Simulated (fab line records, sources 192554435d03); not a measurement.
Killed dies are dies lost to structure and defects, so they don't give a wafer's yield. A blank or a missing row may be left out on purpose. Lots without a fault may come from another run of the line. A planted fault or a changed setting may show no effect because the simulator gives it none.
fab line records | flow n5_finfet
record lots=7 wafers=39
route steps=1938 shown SD_EPI_N@278 HKMG_FIN@429 BEOL_M5@1112 BEOL_M6@1194 BEOL_M11@1552 BEOL_M13@1694
start_h: hours from the record's first day to the start of the lot's first wafer shown | wait_h: hours since the lot's step before | " the same as in the row above | L1.1+2: a row that stands for several wafers | - no value, or no start given | * or withheld: withheld | < > ~ a bound
route shown NAME@n: a module of which the file shows steps, and the number in the route of the first | usual: mean/standard deviation of fault-free wafers | same: alike in all rows | chamber/n: place in a boat | sites: the reading at each site | _std_site: their standard deviation | _edge_site: outer sites' mean less inner sites' | radius_mm: how far each site lies from the wafer's centre | mask NAME#n: copy n | behind: the tool/chamber that last shaped the wafer | hold: why the lot was held/for how many hours/how that ended | device: the transistor (n, p or np) that didn't switch | end of line: the same wafers' tests at the end of the route | a step without rows: its recipe alone | killed: dies lost to structure and defects at the first sort, not the wafer's yield | map: a wafer's dies, x killed, . not, _ none there
set.NAME: the setting as run; set.NAME@STEP: as run at that earlier step | model.NAME: the simulator's own value behind a step, which no gauge read
lots whose settings were changed on purpose; a table a step, a row a wafer
## steps
# step N5_SD_EPI_N_ETCH_45
# recipe chemistry=CH3F/O2 target=SiOCN target_depth_a=60 mask_material=SOC ion_energy_ev=60 bias_w=29 pressure_mtorr=15 source_w=410 Ar_flow_sccm=150 CH3F_flow_sccm=30 O2_flow_sccm=20
# columns lot.wafer tool chamber start_h wait_h set.target_depth_a model.etch.depth_nm
L074.1 rie_diel-02 1 48.75 0.1 88.65 8.537
L074.2 " 3 " " 60 6.27
L074.3 " 2 " " 60 5.956
L074.4 " 0 " " 88.65 9.078
L074.5 " 0 " " 88.65 9.048
L074.6 " 1 " " 60 5.698
L077.1 rie_diel-02 2 69.05 0.1 60 6.039
L077.2 " 1 " " 75.02 7.263
L077.3 " 0 " " 75.02 7.654
L077.4 " 3 " " 75.02 7.91
L077.5 " 3 " " 60 6.344
L077.6 " 2 " " 60 6.024
L079.1 rie_diel-02 1 81.57 0.1 32.7 3.155
L079.2 " 0 " " 32.7 3.354
L079.3 " 2 " " 60 5.948
L079.4 " 3 " " 60 6.264
L079.5 " 3 " " 32.7 3.383
L079.6 " 0 " " 60 6.126
L082.1 rie_diel-02 2 100.16 0.1 60 5.888
L082.3 " 1 " " 60 5.719
L082.5 " 3 " " 60 6.165
L088.1 rie_diel-05 0 139.26 0.1 28.1 2.947
L088.2 " 1 " " 60 6.052
L088.3 " 2 " " 28.1 2.7
L088.4 " 3 " " 60 6.041
L088.5 " 1 " " 60 6.018
L088.6 " 2 " " 28.1 2.697
L096.1 rie_diel-02 0 187.99 0.1 49.85 5.012
L096.2 " 2 " " 60 5.878
L096.3 " 1 " " 60 5.696
L096.4 " 1 " " 60 5.718
L096.5 " 2 " " 49.85 4.903
L096.6 " 0 " " 49.85 4.989
L097.1 rie_diel-05 1 193.81 0.1 60 6.078
L097.2 " 3 " " 60 6.147
L097.3 " 0 " " 60 6.279
L097.4 " 3 " " 60 6.115
L097.5 " 0 " " 60 6.252
L097.6 " 1 " " 60 5.989
# step N5_HKMG_FIN_DEVELOP_11
# recipe develop_time_s=30 developer=TMAH resist=CAR-ArF dev_temp_c=23 rinse_liquid=diw dry=air_spin
# columns lot.wafer tool chamber start_h wait_h set.develop_time_s
L074.1+2+3+4+5+6 litho_track-02 0 - - 30
L077.1+2+3+4+5+6 litho_track-01 0 - - 30
L079.1+2+4 litho_track-05 0 - - 23.77
L079.3+5+6 " 0 " " 30
L082.1+3+5 litho_track-02 0 - - 30
L088.1+4+6 litho_track-01 0 - - 41.8
L088.2+3+5 " 0 " " 30
L096.1+2+4 litho_track-01 0 - - 24.08
L096.3+5+6 " 0 " " 30
L097.1+2+5 litho_track-01 0 - - 13.16
L097.3+4+6 " 0 " " 30
# step N5_HKMG_FIN_CD_MEAS_12
# recipe target_cd_nm=92.8 landing_energy_ev=500 detector=se_inlens
# usual cd_nm=92.6/0.67
# columns lot.wafer tool chamber start_h wait_h set.develop_time_s@HKMG_FIN_DEVELOP_11 cd_nm
L074.1 cd_sem-02 0 74.89 - 30 91.9
L074.2 " 0 " " 30 92.0
L074.3 " 0 " " 30 92.9
L074.4 " 0 " " 30 92.9
L074.5 " 0 " " 30 91.7
L074.6 " 0 " " 30 92.1
L077.1 cd_sem-03 0 95.74 - 30 92.8
L077.2 " 0 " " 30 92.6
L077.3 " 0 " " 30 93.7
L077.4 " 0 " " 30 92.7
L077.5 " 0 " " 30 93.9
L077.6 " 0 " " 30 94.2
L079.1 cd_sem-03 0 105.86 - 23.77 91.4
L079.2 " 0 " " 23.77 91.1
L079.3 " 0 " " 30 92.8
L079.4 " 0 " " 23.77 91.0
L079.5 " 0 " " 30 92.3
L079.6 " 0 " " 30 93.4
L082.1 cd_sem-03 0 126.17 - 30 91.9
L082.3 " 0 " " 30 92.4
L082.5 " 0 " " 30 92.2
L088.1 cd_sem-03 0 164.05 - 41.8 94.7
L088.2 " 0 " " 30 92.6
L088.3 " 0 " " 30 92.9
L088.4 " 0 " " 41.8 95.5
L088.5 " 0 " " 30 92.1
L088.6 " 0 " " 41.8 95.2
L096.1 cd_sem-02 0 215.08 - 24.08 92.2
L096.2 " 0 " " 24.08 90.4
L096.3 " 0 " " 30 92.5
L096.4 " 0 " " 24.08 91.5
L096.5 " 0 " " 30 92.5
L096.6 " 0 " " 30 93.3
L097.1 cd_sem-02 0 220.20 - 13.16 87.9
L097.2 " 0 " " 13.16 88.5
L097.3 " 0 " " 30 93.1
L097.4 " 0 " " 30 91.6
L097.5 " 0 " " 13.16 88.6
L097.6 " 0 " " 30 92.6
# step N5_BEOL_M5_ILD_DEP_00
# recipe material=SiCOH_lowk target_thk_a=1406.4 temp_c=300 precursor=DEMS/porogen pressure_torr=5 rf_w=500 time_s=25.9
# columns lot.wafer tool chamber start_h wait_h set.target_thk_a model.SiCOH_lowk_of_BEOL_M5_ILD_DEP_00.thk_nm
L074.1 pecvd-01 0 158.96 0.8 1406.4 136.4
L074.2 " 2 " " 1406.4 137.2
L074.3+4 " 1 " " 1406.4 138.6
L074.5 " 0 " " 1406.4 137.6
L074.6 " 2 " " 1406.4 140.2
L077.1 pecvd-03 0 182.03 0.8 1406.4 137.8
L077.2 " 1 " " 1406.4 138.2
L077.3 " 2 " " 1406.4 138
L077.4+5 " 2,0 " " 2120 212
L077.6 " 1 " " 2120 211.2
L079.1 pecvd-02 0 192.06 0.8 1406.4 137.2
L079.2 " 1 " " 593.9 63.2
L079.3 " 2 " " 1406.4 140.2
L079.4 " 0 " " 1406.4 141.4
L079.5 " 2 " " 593.9 60.2
L079.6 " 1 " " 593.9 61
L082.1 pecvd-02 0 218.62 0.8 1406.4 140.2
L082.3 " 1 " " 1406.4 141.8
L082.5 " 1 " " 1406.4 143.8
L088.1 pecvd-02 2 260.17 0.8 625 61
L088.2+4 " 1 " " 625 64.4
L088.3 " 0 " " 1406.4 139.8
L088.5 " 2 " " 1406.4 144
L088.6 " 0 " " 1406.4 141.6
L096.1 pecvd-03 1 316.93 0.8 1406.4 139.8
L096.2 " 0 " " 1406.4 139.6
L096.3 " 2 " " 999.5 96.6
L096.4 " 1 " " 999.5 99.6
L096.5 " 0 " " 999.5 100
L096.6 " 2 " " 1406.4 138.2
L097.1 pecvd-03 0 330.91 0.8 808.2 80.6
L097.2 " 2 " " 1406.4 137.2
L097.3 " 1 " " 808.2 81.8
L097.4 " 1 " " 808.2 83.6
L097.5 " 0 " " 1406.4 142.4
L097.6 " 2 " " 1406.4 139.6
# step N5_BEOL_M5_CURE_79
# recipe temp_c=385 time_s=240 ambient=He/Ar material=SiCOH_lowk
# columns lot.wafer tool chamber start_h wait_h set.target_thk_a@BEOL_M5_ILD_DEP_00 model.SiCOH_lowk_of_BEOL_M5_ILD_DEP_00.thk_nm
L074.1 uv_cure-03 1 159.02 0.0 1406.4 117.4
L074.2 " 1 " " 1406.4 118
L074.3+4 " 1 " " 1406.4 119.2
L074.5 " 1 " " 1406.4 118.4
L074.6 " 1 " " 1406.4 120.6
L077.1 uv_cure-02 0 182.09 0.0 1406.4 118.4
L077.2+3 " 0 " " 1406.4 118.8
L077.4+5 " 0 " " 2120 183.2
L077.6 " 0 " " 2120 182.6
L079.1 uv_cure-02 2 192.12 0.0 1406.4 118
L079.2 " 2 " " 593.9 54.2
L079.3 " 2 " " 1406.4 120.6
L079.4 " 2 " " 1406.4 121.6
L079.5 " 2 " " 593.9 51.6
L079.6 " 2 " " 593.9 52.2
L082.1 uv_cure-02 1 218.68 0.0 1406.4 120.6
L082.3 " 1 " " 1406.4 122
L082.5 " 1 " " 1406.4 123.8
L088.1 uv_cure-02 0 260.23 0.0 625 52.2
L088.2+4 " 0 " " 625 55.2
L088.3 " 0 " " 1406.4 120.2
L088.5 " 0 " " 1406.4 123.8
L088.6 " 0 " " 1406.4 122
L096.1+2 uv_cure-01 1 317.54 0.6 1406.4 120.2
L096.3 " 1 " " 999.5 82.8
L096.4 " 1 " " 999.5 85.6
L096.5 " 1 " " 999.5 85.8
L096.6 " 1 " " 1406.4 119
L097.1 uv_cure-02 2 331.12 0.2 808.2 69
L097.2 " 2 " " 1406.4 118
L097.3 " 2 " " 808.2 70.2
L097.4 " 2 " " 808.2 71.8
L097.5 " 2 " " 1406.4 122.4
L097.6 " 2 " " 1406.4 120.2
# step N5_BEOL_M5_THK_MEAS_01
# recipe reads=SiCOH_lowk_of_BEOL_M5_ILD_DEP_00
# usual M5_ILD_THK=121.0/1.8
# columns lot.wafer tool chamber start_h wait_h set.target_thk_a@BEOL_M5_ILD_DEP_00 M5_ILD_THK[nm]
L074.1 film_metro-02 - 160.01 0.8 1406.4 117.4
L074.2 " - " " 1406.4 117.9
L074.3 " - " " 1406.4 119.2
L074.4 " - " " 1406.4 119.1
L074.5 " - " " 1406.4 118.3
L074.6 " - " " 1406.4 120.7
L077.1 film_metro-02 - 182.61 0.4 1406.4 118.4
L077.2 " - " " 1406.4 119.0
L077.3 " - " " 1406.4 118.8
L077.4 " - " " 2120 183.2
L077.5 " - " " 2120 183.3
L077.6 " - " " 2120 182.6
L079.1 film_metro-01 - 192.63 0.4 1406.4 117.9
L079.2 " - " " 593.9 54.2
L079.3 " - " " 1406.4 120.5
L079.4 " - " " 1406.4 121.6
L079.5 " - " " 593.9 51.6
L079.6 " - " " 593.9 52.3
L082.1 film_metro-01 - 219.19 0.4 1406.4 120.7
L082.3 " - " " 1406.4 122.0
L082.5 " - " " 1406.4 123.7
L088.1 film_metro-01 - 260.74 0.4 625 52.2
L088.2 " - " " 625 55.1
L088.3 " - " " 1406.4 120.3
L088.4 " - " " 625 55.3
L088.5 " - " " 1406.4 123.9
L088.6 " - " " 1406.4 121.9
L096.1 film_metro-02 - 318.05 0.4 1406.4 120.3
L096.2 " - " " 1406.4 120.2
L096.3 " - " " 999.5 82.9
L096.4 " - " " 999.5 85.6
L096.5 " - " " 999.5 85.7
L096.6 " - " " 1406.4 119.0
L097.1 film_metro-01 - 331.63 0.4 808.2 69.1
L097.2 " - " " 1406.4 118.1
L097.3 " - " " 808.2 70.2
L097.4 " - " " 808.2 71.7
L097.5 " - " " 1406.4 122.5
L097.6 " - " " 1406.4 120.2
# step N5_BEOL_M6_ILD_DEP_00
# recipe material=SiCOH_lowk target_thk_a=1797.5 temp_c=300 precursor=DEMS/porogen pressure_torr=5 rf_w=500 time_s=33.4
# columns lot.wafer tool chamber start_h wait_h set.time_s model.SiCOH_lowk_of_BEOL_M6_ILD_DEP_00.thk_nm
L074.1 pecvd-01 1 171.38 0.0 33.4 177.2
L074.2 " 2 " " 33.4 178.2
L074.3 " 0 " " 33.4 177.4
L074.4 " 1 " " 33.4 179.6
L074.5 " 2 " " 33.4 181.8
L074.6 " 0 " " 33.4 179.2
L077.1 pecvd-04 0 194.28 0.0 21.83 119.2
L077.2 " 2 " " 33.4 178.4
L077.3 " 1 " " 21.83 112.6
L077.4 " 1 " " 21.83 117.2
L077.5 " 2 " " 33.4 180.6
L077.6 " 0 " " 33.4 182
L079.1 pecvd-04 2 203.47 0.0 33.4 176.2
L079.2 " 0 " " 33.4 179.8
L079.3 " 1 " " 33.4 171.8
L079.4 " 0 " " 33.4 178.6
L079.5 " 1 " " 33.4 175.4
L079.6 " 2 " " 33.4 179.4
L082.1 pecvd-01 2 233.32 0.0 33.4 178.6
L082.3 " 0 " " 33.4 177.2
L082.5 " 0 " " 33.4 180.2
L088.1 pecvd-01 0 278.11 0.0 33.4 180.2
L088.2 " 1 " " 49.61 261.4
L088.3 " 2 " " 33.4 180.8
L088.4 " 1 " " 33.4 179.4
L088.5 " 0 " " 49.61 264.6
L088.6 " 2 " " 49.61 268.4
L096.1 pecvd-01 2 327.29 0.0 24.17 128.6
L096.2 " 1 " " 33.4 173.6
L096.3 " 2 " " 33.4 178.4
L096.4 " 1 " " 24.17 127.4
L096.5 " 1 " " 24.17 127
L096.6 " 2 " " 33.4 178.6
L097.1 pecvd-04 2 343.29 0.0 43.68 228.8
L097.2 " 1 " " 33.4 174.8
L097.3 " 0 " " 33.4 177.2
L097.4 " 1 " " 43.68 229
L097.5 " 0 " " 33.4 178.8
L097.6 " 2 " " 43.68 232.8
# step N5_BEOL_M6_CURE_74
# recipe temp_c=385 time_s=240 ambient=He/Ar material=SiCOH_lowk
# columns lot.wafer tool chamber start_h wait_h set.time_s@BEOL_M6_ILD_DEP_00 model.SiCOH_lowk_of_BEOL_M6_ILD_DEP_00.thk_nm
L074.1+3 uv_cure-02 2 171.45 0.0 33.4 152.8
L074.2 " 2 " " 33.4 153.8
L074.4 " 2 " " 33.4 154.8
L074.5 " 2 " " 33.4 156.8
L074.6 " 2 " " 33.4 154.6
L077.1 uv_cure-01 0 194.34 0.0 21.83 102.6
L077.2 " 0 " " 33.4 153.8
L077.3 " 0 " " 21.83 96.6
L077.4 " 0 " " 21.83 100.8
L077.5 " 0 " " 33.4 155.8
L077.6 " 0 " " 33.4 157
L079.1 uv_cure-03 0 203.54 0.0 33.4 151.8
L079.2 " 0 " " 33.4 155
L079.3 " 0 " " 33.4 148
L079.4 " 0 " " 33.4 154
L079.5 " 0 " " 33.4 151.2
L079.6 " 0 " " 33.4 154.8
L082.1 uv_cure-03 2 233.38 0.0 33.4 154
L082.3 " 2 " " 33.4 152.8
L082.5 " 2 " " 33.4 155.4
L088.1 uv_cure-01 0 278.18 0.0 33.4 155.4
L088.2 " 0 " " 49.61 226.6
L088.3 " 0 " " 33.4 156
L088.4 " 0 " " 33.4 154.6
L088.5 " 0 " " 49.61 229.2
L088.6 " 0 " " 49.61 232.6
L096.1 uv_cure-02 1 327.38 0.1 24.17 110.6
L096.2 " 1 " " 33.4 149.6
L096.3 " 1 " " 33.4 153.8
L096.4 " 1 " " 24.17 109.6
L096.5 " 1 " " 24.17 109.2
L096.6 " 1 " " 33.4 154
L097.1 uv_cure-02 0 343.35 0.0 43.68 197.8
L097.2 " 0 " " 33.4 150.8
L097.3 " 0 " " 33.4 152.8
L097.4 " 0 " " 43.68 198
L097.5 " 0 " " 33.4 154.2
L097.6 " 0 " " 43.68 201.4
# step N5_BEOL_M6_THK_MEAS_01
# recipe reads=SiCOH_lowk_of_BEOL_M6_ILD_DEP_00
# usual M6_ILD_THK=154.0/2.2
# columns lot.wafer tool chamber start_h wait_h set.time_s@BEOL_M6_ILD_DEP_00 M6_ILD_THK[nm]
L074.1 film_metro-02 - 171.96 0.4 33.4 152.6
L074.2 " - " " 33.4 153.6
L074.3 " - " " 33.4 152.9
L074.4 " - " " 33.4 154.7
L074.5 " - " " 33.4 156.9
L074.6 " - " " 33.4 154.5
L077.1 film_metro-01 - 194.85 0.4 21.83 102.6
L077.2 " - " " 33.4 153.6
L077.3 " - " " 21.83 96.6
L077.4 " - " " 21.83 100.6
L077.5 " - " " 33.4 155.7
L077.6 " - " " 33.4 157.0
L079.1 film_metro-01 - 204.05 0.4 33.4 151.7
L079.2 " - " " 33.4 154.9
L079.3 " - " " 33.4 148.1
L079.4 " - " " 33.4 154.0
L079.5 " - " " 33.4 151.3
L079.6 " - " " 33.4 154.7
L082.1 film_metro-01 - 233.89 0.4 33.4 153.9
L082.3 " - " " 33.4 152.9
L082.5 " - " " 33.4 155.4
L088.1 film_metro-02 - 278.69 0.4 33.4 155.5
L088.2 " - " " 49.61 226.7
L088.3 " - " " 33.4 156.0
L088.4 " - " " 33.4 154.5
L088.5 " - " " 49.61 229.2
L088.6 " - " " 49.61 232.4
L096.1 film_metro-02 - 327.89 0.4 24.17 110.6
L096.2 " - " " 33.4 149.6
L096.3 " - " " 33.4 154.0
L096.4 " - " " 24.17 109.7
L096.5 " - " " 24.17 109.2
L096.6 " - " " 33.4 154.0
L097.1 film_metro-02 - 343.86 0.4 43.68 197.8
L097.2 " - " " 33.4 150.7
L097.3 " - " " 33.4 152.7
L097.4 " - " " 43.68 198.1
L097.5 " - " " 33.4 154.1
L097.6 " - " " 43.68 201.5
# step N5_BEOL_M11_DESCUM_16
# recipe chemistry=O2 time_s=7.9 source_power_w=50 bias_power_w=20 pressure_mtorr=20 rf_frequency_hz=2.712e+07 temp_c=40 resist=CAR-ArF o2_flow_sccm=225
# columns lot.wafer tool chamber start_h wait_h set.time_s model.CAR-ArF_of_BEOL_M11_COAT_05.thk_nm
L074.1+3+6 rie_diel-03 2,0,0 221.50 0.4 7.9 83.4
L074.2 " 0 " " 7.9 83.2
L074.4+5 " 2 " " 7.9 83.6
L077.1 rie_diel-03 2 237.79 0.1 7.9 82.8
L077.2+5 " 1 " " 7.9 83
L077.3+6 " 0 " " 11.96 80.4
L077.4 " 2 " " 11.96 80.2
L079.1 rie_diel-04 1 242.73 0.0 7.9 83.4
L079.2+4 " 2,0 " " 6.252 84.2
L079.3+6 " 3,0 " " 7.9 83.2
L079.5 " 3 " " 6.252 84.4
L082.1 rie_diel-04 3 277.64 0.1 7.9 83.4
L082.3+5 " 0 " " 7.9 83.2
L088.1+4+5 rie_diel-03 1,2,3 318.59 0.0 7.9 83.8
L088.2 " 0 " " 7.9 83.6
L088.3+6 " 3,2 " " 7.9 84
L096.1+2+3+4 rie_diel-06 3,0,2,1 372.30 0.2 7.9 83.2
L096.5+6 " 2,3 " " 7.9 83
L097.1 rie_diel-03 2 394.57 0.1 7.9 83.6
L097.2 " 0 " " 7.9 83.2
L097.3+4 " 3 " " 12.54 80.6
L097.5 " 2 " " 7.9 83
L097.6 " 0 " " 12.54 80.4
# step N5_BEOL_M11_ETCH_61
# recipe chemistry=CF4 target=SiARC target_depth_a=390 mask_material=CAR-ArF time_s=65 ion_energy_ev=80 pressure_mtorr=40 source_w=545 bias_w=36 Ar_flow_sccm=100 cf4_flow_sccm=100 ends=cleared
# columns lot.wafer tool chamber start_h wait_h set.time_s@BEOL_M11_DESCUM_16 model.CAR-ArF_of_BEOL_M11_COAT_05.thk_nm
L074.1+2+3+6 rie_diel-03 2,0,0,0 221.55 0.0 7.9 55.4
L074.4+5 " 2 " " 7.9 55.6
L077.1 rie_diel-03 2 237.82 0.0 7.9 54.6
L077.2 " 1 " " 7.9 55
L077.3+4+6 " 0,2,0 " " 11.96 52.2
L077.5 " 1 " " 7.9 54.8
L079.1 rie_diel-04 1 242.76 0.0 7.9 55.4
L079.2+4+5 " 2,0,3 " " 6.252 56.2
L079.3+6 " 3,0 " " 7.9 55.2
L082.1 rie_diel-04 3 277.68 0.0 7.9 55.6
L082.3 " 0 " " 7.9 55.2
L082.5 " 0 " " 7.9 55.4
L088.1 rie_diel-03 1 318.63 0.0 7.9 55.8
L088.2 " 0 " " 7.9 55.6
L088.3+4+5+6 " 3,2,3,2 " " 7.9 56
L096.1+2+3+4+5 rie_diel-06 3,0,2,1,2 372.34 0.0 7.9 55.2
L096.6 " 3 " " 7.9 55
L097.1 rie_diel-03 2 394.60 0.0 7.9 55.6
L097.2 " 0 " " 7.9 55.4
L097.3+4 " 3 " " 12.54 52.6
L097.5 " 2 " " 7.9 55
L097.6 " 0 " " 12.54 52.4
# step N5_BEOL_M13_ETCH_68
# recipe chemistry=N2/H2 target=SOC mask_material=SiARC source_w=3000 bias_w=350 temp_c=40 time_s=355 ion_energy_ev=200 pressure_mtorr=30 n2_flow_sccm=200 h2_flow_sccm=200
# columns lot.wafer tool chamber start_h wait_h set.time_s model.SiARC_of_BEOL_M13_COAT_66.thk_nm
L074.1 rie_diel-03 0 234.56 0.1 530.8 60.8
L074.2 " 2 " " 355 77.2
L074.3 " 1 " " 530.8 61.4
L074.4 " 2 " " 355 77
L074.5 " 1 " " 355 77.4
L074.6 " 0 " " 530.8 60.6
L077.1 rie_diel-06 3 250.43 0.1 470.5 67.2
L077.2 " 2 " " 355 77
L077.3+5 " 1 " " 355 77.2
L077.4 " 2 " " 470.5 66
L077.6 " 3 " " 470.5 67
L079.1 rie_diel-06 2 253.69 0.1 355 75.8
L079.2 " 3 " " 355 76.6
L079.3+5 " 1 " " 548.4 58.4
L079.4 " 3 " " 355 77.4
L079.6 " 2 " " 548.4 58
L082.1 rie_diel-03 2 294.67 0.1 355 76.8
L082.3 " 3 " " 355 76.6
L082.5 " 1 " " 355 77.8
L088.1 rie_diel-03 1 332.56 0.1 355 77.2
L088.2+3 " 0,3 " " 413.8 71.4
L088.4 " 2 " " 355 77
L088.5 " 1 " " 413.8 71.8
L088.6 " 0 " " 355 77.6
L096.1 rie_diel-03 2 392.27 0.1 504.5 62.8
L096.2 " 3 " " 504.5 63.2
L096.3 " 0 " " 504.5 63.8
L096.4 " 0 " " 355 77.6
L096.5 " 3 " " 355 76.8
L096.6 " 2 " " 355 77.2
L097.1+4 rie_diel-04 3,0 406.35 0.1 188.7 93
L097.2 " 1 " " 355 78.4
L097.3 " 2 " " 355 76.8
L097.5 " 0 " " 188.7 93.2
L097.6 " 1 " " 355 78
## key
split step=N5_SD_EPI_N_ETCH_45 setting=target_depth_a stated=60 by=wafer
response step=N5_SD_EPI_N_ETCH_45 reading=model.etch.depth_nm change=+0.0606 per=1% r=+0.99
split step=N5_HKMG_FIN_DEVELOP_11 setting=develop_time_s stated=30 by=wafer
response step=N5_HKMG_FIN_CD_MEAS_12 reading=cd_nm change=+0.0718 per=1% r=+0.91
split step=N5_BEOL_M5_ILD_DEP_00 setting=target_thk_a stated=1406.4 by=wafer
response step=N5_BEOL_M5_ILD_DEP_00 reading=model.SiCOH_lowk_of_BEOL_M5_ILD_DEP_00.thk_nm change=+1.39 per=1% r=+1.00
response step=N5_BEOL_M5_CURE_79 reading=model.SiCOH_lowk_of_BEOL_M5_ILD_DEP_00.thk_nm change=+1.21 per=1% r=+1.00
response step=N5_BEOL_M5_THK_MEAS_01 reading=M5_ILD_THK change=+1.21 per=1% r=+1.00
split step=N5_BEOL_M6_ILD_DEP_00 setting=time_s stated=33.4 by=wafer
response step=N5_BEOL_M6_ILD_DEP_00 reading=model.SiCOH_lowk_of_BEOL_M6_ILD_DEP_00.thk_nm change=+1.77 per=1% r=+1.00
response step=N5_BEOL_M6_CURE_74 reading=model.SiCOH_lowk_of_BEOL_M6_ILD_DEP_00.thk_nm change=+1.54 per=1% r=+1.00
response step=N5_BEOL_M6_THK_MEAS_01 reading=M6_ILD_THK change=+1.54 per=1% r=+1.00
split step=N5_BEOL_M11_DESCUM_16 setting=time_s stated=7.9 by=wafer
response step=N5_BEOL_M11_DESCUM_16 reading=model.CAR-ArF_of_BEOL_M11_COAT_05.thk_nm change=-0.0483 per=1% r=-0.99
response step=N5_BEOL_M11_ETCH_61 reading=model.CAR-ArF_of_BEOL_M11_COAT_05.thk_nm change=-0.0487 per=1% r=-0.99
split step=N5_BEOL_M13_ETCH_68 setting=time_s stated=355 by=wafer
response step=N5_BEOL_M13_ETCH_68 reading=model.SiARC_of_BEOL_M13_COAT_66.thk_nm change=-0.33 per=1% r=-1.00
